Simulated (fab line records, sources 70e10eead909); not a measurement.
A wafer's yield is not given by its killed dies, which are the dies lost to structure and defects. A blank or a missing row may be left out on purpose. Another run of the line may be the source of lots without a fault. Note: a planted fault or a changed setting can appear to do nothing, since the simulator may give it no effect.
Matching of chambers ; flow nand harc ; 4 sister chambers for NHARC_A_STAIRCASE_CMP_472 on cmp-01
The step polishes SiO2. 8 wafers are shown with their chamber, then 8 later ones without.

== WAFERS WITH THEIR CHAMBER ==
wafer;chamber;motor current A (A);retaining ring pressure frac
L077.6;2;10.9;1.003
L082.6;3;12.4;1.005
L086.4;3;13.1;0.993
L086.5;2;11.0;0.999
L093.2;0;13.8;0.994
L093.3;1;10.9;0.997
L093.5;0;12.7;0.998
L092.1;1;12.0;0.999

== WAFERS WHOSE CHAMBER IS MISSING ==
wafer;motor current A (A);retaining ring pressure frac
L092.4;10.2;1.002
L092.6;13.2;0.993
L095.1;11.9;0.996
L095.4;13.2;0.996
L095.5;13.5;0.996
L096.2;13.3;1.001
L096.3;13.8;1.001
L096.6;10.9;0.994

== CHAMBER TAKEN BY EACH ==
wafer;from the rows above;in truth
L092.4;can't be placed: 2 or 1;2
L092.6;can't be placed: 0 or 3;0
L095.1;can't be placed: 1 or 3 or 2 or 0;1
L095.4;can't be placed: 0 or 3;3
L095.5;can't be placed: 0 or 3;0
L096.2;can't be placed: 3 or 0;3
L096.3;can't be placed: 0 or 3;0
L096.6;can't be placed: 1 or 2 or 3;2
Correct placement for 0 of the 8. These rows do not allow placing 8 (true chamber among the candidates in 8). Wrongly placed: 0.
How it was worked out, from the rows above alone: a wafer's distance from a chamber is the root of the sum, over the readings, of the square of ((its reading less the chamber's mean) divided by the reading's scatter). The wafer belongs to the nearest chamber; if the next one is less than 2 further off, it can't be placed. Each chamber's mean is taken over the wafers shown for it. The scatter: the root of (the sum of the squares of (reading less its chamber's mean) over the shown wafers, divided by (wafers less chambers)).
